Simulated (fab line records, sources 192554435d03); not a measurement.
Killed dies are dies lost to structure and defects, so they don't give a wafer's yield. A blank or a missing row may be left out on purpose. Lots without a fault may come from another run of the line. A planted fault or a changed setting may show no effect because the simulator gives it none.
fab line records | flow n5_finfet
record lots=6 wafers=18 last_day=18
route steps=1938 shown BEOL_M11@1580 PASSIVATION@1936
lots that met no fault: from a run of the same line without faults
start_h: hours from the record's first day to the start of the lot's first wafer shown | wait_h: hours since the lot's step before | " the same as in the row above | L1.1+2: a row that stands for several wafers | - no value, or no start given | * or withheld: withheld | < > ~ a bound
route shown NAME@n: a module of which the file shows steps, and the number in the route of the first | usual: mean/standard deviation of fault-free wafers | same: alike in all rows | chamber/n: place in a boat | sites: the reading at each site | _std_site: their standard deviation | _edge_site: outer sites' mean less inner sites' | radius_mm: how far each site lies from the wafer's centre | mask NAME#n: copy n | behind: the tool/chamber that last shaped the wafer | hold: why the lot was held/for how many hours/how that ended | device: the transistor (n, p or np) that didn't switch | end of line: the same wafers' tests at the end of the route | a step without rows: its recipe alone | killed: dies lost to structure and defects at the first sort, not the wafer's yield | map: a wafer's dies, x killed, . not, _ none there
set.NAME: the setting as run; set.NAME@STEP: as run at that earlier step | model.NAME: the simulator's own value behind a step, which no gauge read
lots at some steps of the route; a table a step, a row a wafer
services: from which hour (start_h, from the record's first day; less than 0 if before it) a tool's chamber was out of use, for how many hours, and why
## steps
# step N5_BEOL_M11_STRIP_77
# recipe chemistry=N2/H2 time_s=10 power_w=450 temp_c=40 pressure_mtorr=20 rf_frequency_hz=6e+07 bias_power_w=7 n2_flow_sccm=200 h2_flow_sccm=200
# usual drypump_motor_current_A=5.6/0.4 oes_product_au=0.78/0.095 rf_vpp_V=59.1/0.89 showerhead_plenum_p_Torr=2.54/0.07 throttle_valve_pct=23.7/0.45
# columns lot.wafer tool chamber start_h wait_h drypump_motor_current_A oes_product_au rf_hours_counter_h rf_vpp_V showerhead_plenum_p_Torr throttle_valve_pct
L621.1 rie_diel-03 1 - - 4.9 0.89 35 58.0 2.49 23.8
L621.2 " 3 " " 6.0 0.77 167 59.0 2.53 23.9
L621.5 " 1 " " 4.9 0.89 - 59.7 2.49 23.8
L626.1 rie_diel-03 1 - - 4.9 0.89 41 57.6 2.48 23.8
L626.3 " 2 " " 5.6 0.82 105 58.8 2.53 23.0
L626.4 " 3 " " 6.0 0.76 174 59.2 2.53 23.9
L625.2 rie_diel-02 1 - - 6.5 0.68 229 58.9 2.50 23.9
L625.3 " 2 " " 5.3 0.71 195 59.8 2.61 23.3
L625.4 " 3 " " 5.1 0.99 4 59.3 2.51 23.2
L636.1 rie_diel-04 3 - - 5.2 0.67 246 58.9 2.62 24.1
L636.4 " 2 " " 5.6 0.78 - 59.4 2.66 23.5
L636.5 " 1 " " 5.8 0.66 - 58.9 2.52 24.6
L640.2 rie_diel-02 2 - - 5.4 0.69 230 61.0 2.60 23.3
L640.3 " 1 " " 6.6 0.98 1 58.9 2.49 23.6
L640.6 " 3 " " 5.1 0.89 - 60.4 2.49 23.3
L642.2 rie_diel-03 1 - - 4.9 0.84 66 58.2 2.47 23.9
L642.4 " 2 " " 5.6 0.79 135 59.3 2.52 23.0
L642.5 " 1 " " 4.9 0.85 - 59.1 2.47 23.9
# step N5_BEOL_M11_OCD_MEAS_38
# usual trench_depth_nm=148/3.2
# columns lot.wafer tool chamber start_h wait_h trench_depth_nm
L621.1 ocd-02 - 256.21 - 150
L621.2 " - " " 147
L621.5 " - " " 150
L626.1 ocd-02 - 276.78 - 149
L626.3 " - " " 149
L626.4 " - " " 146
L625.2 ocd-02 - 284.85 - 145
L625.3 " - " " 147
L625.4 " - " " 151
L636.1 ocd-01 - 327.89 - 149
L636.4 " - " " 151
L636.5 " - " " 145
L640.2 ocd-01 - 383.34 - 146
L640.3 " - " " 153
L640.6 " - " " 151
L642.2 ocd-02 - 383.81 - 148
L642.4 " - " " 150
L642.5 " - " " 148
# step N5_BEOL_M11_HM_STRIP_39
# recipe chemistry=peroxide_tin_strip material=TiN target_depth_a=250 temp_c=50 time_s=158
# step N5_BEOL_M11_SRD_40
# recipe time_s=30 temp_c=23 rinse_liquid=diw dry=ipa_marangoni
# step N5_BEOL_M11_PRECLEAN_42
# recipe chemistry=residue_remover time_s=60 temp_c=40
# step N5_BEOL_M11_SRD_43
# recipe time_s=30 temp_c=23 rinse_liquid=diw dry=ipa_marangoni
# step N5_BEOL_M11_CD_MEAS_35
# recipe target_cd_nm=70 polarity=opening
# usual cd_nm=69.7/1
# columns lot.wafer tool chamber start_h wait_h cd_nm
L621.1 cd_sem-01 - 256.36 0.0 69.2
L621.2 " - " " 70.4
L621.5 " - " " 70.4
L626.1 cd_sem-03 - 276.94 0.0 70.6
L626.3 " - " " 69.4
L626.4 " - " " 70.3
L625.2 cd_sem-01 - 285.01 0.0 68.9
L625.3 " - " " 69.2
L625.4 " - " " 69.5
L636.1 cd_sem-03 - 328.04 0.0 70.8
L636.4 " - " " 70.1
L636.5 " - " " 69.8
L640.2 cd_sem-03 - 383.50 0.0 69.5
L640.3 " - " " 70.9
L640.6 " - " " 69.3
L642.2 cd_sem-02 - 383.96 0.0 69.9
L642.4 " - " " 70.3
L642.5 " - " " 69.5
# step N5_BEOL_M11_CURE_72
# recipe temp_c=370 time_s=120 ambient=DMADMS/He material=SiCOH_lowk
# usual lamp_power_pct=52.31/0.052 wafer_temp_C_max=371.7/0.85
# columns lot.wafer tool chamber start_h wait_h lamp_power_pct wafer_temp_C_max
L621.1 uv_cure-03 0 256.40 0.0 52.30 373.1
L621.2 " 0 " " 52.31 372.3
L621.5 " 0 " " 52.31 373.3
L626.1 uv_cure-01 1 277.03 0.1 52.27 372.4
L626.3 " 1 " " 52.27 372.4
L626.4 " 1 " " 52.36 372.8
L625.2 uv_cure-01 1 285.22 0.2 52.35 374.7
L625.3 " 1 " " 52.27 373.2
L625.4 " 1 " " 52.34 372.3
L636.1 uv_cure-01 0 328.08 0.0 52.27 371.5
L636.4 " 0 " " 52.30 371.3
L636.5 " 0 " " 52.30 370.9
L640.2 uv_cure-02 1 383.77 0.3 52.30 372.5
L640.3 " 1 " " 52.25 372.4
L640.6 " 1 " " 52.31 372.0
L642.2 uv_cure-02 1 384.07 0.1 52.31 373.0
L642.4 " 1 " " 52.22 371.6
L642.5 " 1 " " 52.32 371.6
# step N5_BEOL_M11_DEGAS_44
# recipe ambient=vacuum temp_c=250 time_s=60
# usual heater_power_w=333/20
# columns lot.wafer tool chamber start_h wait_h heater_power_w
L621.1 pvd_sputter-03 - 256.79 0.3 344
L621.2 " - " " 344
L621.5 " - " " 360
L626.1 pvd_sputter-03 - 279.12 2.0 346
L626.3 " - " " 289
L626.4 " - " " 338
L625.2 pvd_sputter-02 - 285.82 0.5 358
L625.3 " - " " 325
L625.4 " - " " 336
L636.1 pvd_sputter-03 - 328.41 0.3 293
L636.4 " - " " 345
L636.5 " - " " 355
L640.2 pvd_sputter-02 - 384.21 0.4 336
L640.3 " - " " 338
L640.6 " - " " 331
L642.2 pvd_sputter-02 - 384.61 0.5 334
L642.4 " - " " 349
L642.5 " - " " 357
# step N5_BEOL_M11_PRE_CLEAN_45
# recipe gas=H2/He time_s=30 temp_c=250
# usual heater_power_w=333/20
# columns lot.wafer tool chamber start_h wait_h heater_power_w
L621.1 pvd_sputter-03 - 256.83 0.0 349
L621.2 " - " " 356
L621.5 " - " " 344
L626.1 pvd_sputter-03 - 279.16 0.0 352
L626.3 " - " " 296
L626.4 " - " " 345
L625.2 pvd_sputter-02 - 285.86 0.0 347
L625.3 " - " " 325
L625.4 " - " " 338
L636.1 pvd_sputter-03 - 328.45 0.0 292
L636.4 " - " " 349
L636.5 " - " " 349
L640.2 pvd_sputter-02 - 384.25 0.0 344
L640.3 " - " " 327
L640.6 " - " " 335
L642.2 pvd_sputter-02 - 384.65 0.0 327
L642.4 " - " " 354
L642.5 " - " " 354
# step N5_BEOL_M11_ALD_74
# recipe material=TaN target_thk_a=20 temp_c=275 ald_precursor_family=PDMAT ald_co_reactant=NH3 pressure_torr=3 carrier_flow_sccm=1500 pulse_time_s=2 purge_time_s=3 co_reactant_purge_time_s=2 co_reactant_pulse_time_s=3 ald_cycles=40 precursor_vessel_temp_c=75 precursor_vessel_pressure_torr=26.25 precursor_vessel_carrier_sccm=1000
# step N5_BEOL_M11_SURFACE_TREAT_76
# recipe gas=Ar time_s=* ion_energy_ev=* ion_current_ma_cm2=0.5 pressure_mtorr=* ar_flow_sccm=30
# usual throttle_valve_pct=*
# columns lot.wafer tool chamber start_h wait_h throttle_valve_pct
L621.1 pvd_sputter-02 - 257.27 0.2 *
L621.2 " - " " *
L621.5 " - " " *
L626.1 pvd_sputter-01 - 279.55 0.2 *
L626.3 " - " " *
L626.4 " - " " *
L625.2 pvd_sputter-03 - 287.14 0.9 *
L625.3 " - " " *
L625.4 " - " " *
L636.1 pvd_sputter-03 - 328.85 0.2 *
L636.4 " - " " *
L636.5 " - " " *
L640.2 pvd_sputter-03 - 384.60 0.2 *
L640.3 " - " " *
L640.6 " - " " *
L642.2 pvd_sputter-01 - 385.03 0.2 *
L642.4 " - " " *
L642.5 " - " " *
# step N5_BEOL_M11_CVD_75
# recipe material=Co target_thk_a=20 temp_c=withheld precursor=CCTBA/H2 pressure_torr=30 time_s=138.9
# usual run_length_s=161.8/0.62
# columns lot.wafer tool chamber start_h wait_h run_length_s
L621.1 cvd_co-02 0 257.44 0.2 161.6
L621.2 " 1 " " 161.1
L621.5 " 2 " " 161.9
L626.1 cvd_co-01 2 279.63 0.1 161.0
L626.3 " 0 " " 82.2
L626.4 " 2 " " 161.6
L625.2 cvd_co-01 0 287.43 0.3 161.6
L625.3 " 2 " " 81.8
L625.4 " 0 " " 161.6
L636.1 cvd_co-02 1 328.98 0.1 161.0
L636.4 " 2 " " 162.2
L636.5 " 0 " " 161.7
L640.2 cvd_co-02 0 384.72 0.1 162.1
L640.3 " 2 " " 161.9
L640.6 " 1 " " 161.4
L642.2 cvd_co-01 1 385.09 0.0 162.3
L642.4 " 2 " " 161.0
L642.5 " 1 " " 163.1
# step N5_BEOL_M11_SPUTTER_48
# recipe material=Cu target_thk_a=120 temp_c=-20 bias_v=60 power_w=26000 chamber_pressure_pa=0.13 time_s=2
# step N5_PASSIVATION_PROBE_49
# usual defect_limited_yield=91.0/1.4 killed_at_M0_to_M3=36/9.6 killed_at_M4_up=14/6.1 killed_at_contacts=13/6.6 killed_at_front_end=40/11 killed_at_other=3.2/2.9 killed_dies=106/17 killed_open=71/12 killed_short=33/7.3 sort_bin_5_function=5.3/1 sort_bin_6_memory=3.4/0.68 sort_n_pass=1073/19 sort_yield_pct=91.0/1.6
# same gross_dies=1180 killed_at_back_side=0 sort_bin_4_leakage[%]=0 sort_bin_8_speed[%]=0
# columns lot.wafer tool chamber start_h wait_h defect_limited_yield[%] killed_at_M0_to_M3 killed_at_M4_up killed_at_contacts killed_at_front_end killed_at_other killed_dies killed_open killed_short sort_bin_5_function[%] sort_bin_6_memory[%] sort_n_pass sort_yield_pct[%]
L621.1 prober-01 - 305.79 0.0 91.1 23 9 12 57 4 105 70 34 5.3 3.3 1075 91.1
L621.2 prober-01 - 305.84 0.1 88.1 31 19 9 81 0 140 86 53 7.5 3.9 1040 88.1
L621.5 prober-01 - 305.99 0.2 90.8 29 14 15 47 4 109 76 31 4.9 4.1 1071 90.8
L640.2 prober-02 - 426.20 0.1 92.3 26 16 13 33 3 91 54 37 5.4 2.1 1089 92.3
L640.3 prober-02 - 426.25 0.1 92.3 25 17 18 27 4 91 61 30 4.6 2.9 1089 92.3
L640.6 prober-02 - 426.40 0.3 92.5 20 5 24 37 2 88 64 24 4.8 2.1 1092 92.5
# killed by level:class
L621.1 STI_FIN_REVEAL:geometric_particle:open=23 MOL_CONTACT_COAG:geometric_particle:open=11 BEOL_M2:geometric_particle:open=8 FIN_SAQP:geometric_particle:open=6 FIN_SAQP:geometric_particle:short=5 STI_FIN_REVEAL:geometric_particle:short=5 GATE_CUT:geometric_particle:short=4 STARTING-WAFER:geometric_particle:open=4
L621.2 FIN_SAQP:geometric_particle:open=22 STI_FIN_REVEAL:geometric_particle:open=21 FIN_SAQP:geometric_particle:short=20 BEOL_M4:geometric_particle:open=13 MOL_CONTACT_COAG:geometric_particle:open=9 STI_FIN_REVEAL:geometric_particle:short=7 BEOL_M0_SAQP:geometric_particle:short=6 GATE_CUT:geometric_particle:short=5
L621.5 STI_FIN_REVEAL:geometric_particle:open=15 MOL_CONTACT_COAG:geometric_particle:open=13 BEOL_M2:geometric_particle:open=9 FIN_SAQP:geometric_particle:short=8 FIN_SAQP:geometric_particle:open=8 BEOL_M3:geometric_particle:open=5 BEOL_M5:geometric_particle:open=5 BEOL_M0_SAQP:geometric_particle:short=4
L640.2 MOL_CONTACT_COAG:geometric_particle:open=12 GATE_CUT:geometric_particle:short=9 BEOL_M0_SAQP:geometric_particle:open=9 BEOL_M4:geometric_particle:open=7 ILD0:geometric_particle:short=5 BEOL_M0_SAQP:geometric_particle:short=5 BEOL_M2:geometric_particle:short=5 STARTING-WAFER:geometric_particle:short=4
L640.3 MOL_CONTACT_COAG:geometric_particle:open=14 BEOL_M3:geometric_particle:open=8 BEOL_M0_SAQP:geometric_particle:short=7 BEOL_M5:geometric_particle:open=6 FIN_SAQP:geometric_particle:open=5 BEOL_M2:geometric_particle:open=5 GATE_CUT:geometric_particle:short=4 MOL_CONTACT_COAG:geometric_particle:short=4
L640.6 MOL_CONTACT_COAG:geometric_particle:open=19 STI_FIN_REVEAL:geometric_particle:open=8 SPACER0:geometric_particle:short=5 SPACER0:geometric_particle:open=5 MOL_CONTACT_COAG:geometric_particle:short=5 DUMMY_GATE:geometric_particle:open=4 BEOL_M0:geometric_particle:short=4 STARTING-WAFER:geometric_particle:open=4
## services
# columns tool chamber start_h hours kind
uv_cure-01 - 237.66 0.7 repair
rie_diel-02 3 250.70 - clean
rie_diel-02 3 250.70 - consumable_replace:focus_ring
rie_diel-02 3 250.70 20.8 scheduled_down
uv_cure-02 - 271.13 1.0 pm
pvd_sputter-01 - 302.54 1.3 repair
rie_diel-02 1 325.70 5.8 repair
uv_cure-03 - 329.53 0.7 repair
pvd_sputter-01 - 331.05 9.3 repair
cvd_co-02 1 333.33 - clean
cvd_co-02 1 333.33 22.0 scheduled_down
cvd_co-02 1 333.33 22.0 vent_cycle
rie_diel-02 - 336.72 1.5 repair
rie_diel-02 0 338.68 16.4 repair
uv_cure-02 - 339.99 3.4 pm
cvd_co-02 - 343.91 0.6 repair
rie_diel-02 1 345.34 5.4 repair
rie_diel-03 1 345.36 16.0 repair
uv_cure-02 - 345.54 7.5 pm
uv_cure-03 - 350.43 2.8 pm
uv_cure-02 - 357.83 5.8 repair
cvd_co-01 - 358.70 1.3 repair
uv_cure-01 - 372.44 7.5 pm
rie_diel-03 0 377.86 4.7 repair
## key
first_sign step=N5_BEOL_M11_CVD_75 reading=run_length_s direction=down sigmas=99+ usual=* struck=*
effect none on later readings
met_at N5_BEOL_M11_CVD_75
struck_wafers L625.3,L626.3
baseline_loss step=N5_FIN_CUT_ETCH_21 wafers=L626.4
fault kind=process_parameter_drift tool=cvd_co-01 chamber=- onset_h=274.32 steps=N5_BEOL_M11_CVD_75 channel=time_s offset=* shape=step end_h=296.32 scope=struck_wafers_only acts_in=* stated=*
# baseline_loss: these wafers lose ten dies or more at that step, a loss of the line's own and not of a fault; the sort's usual values leave them out
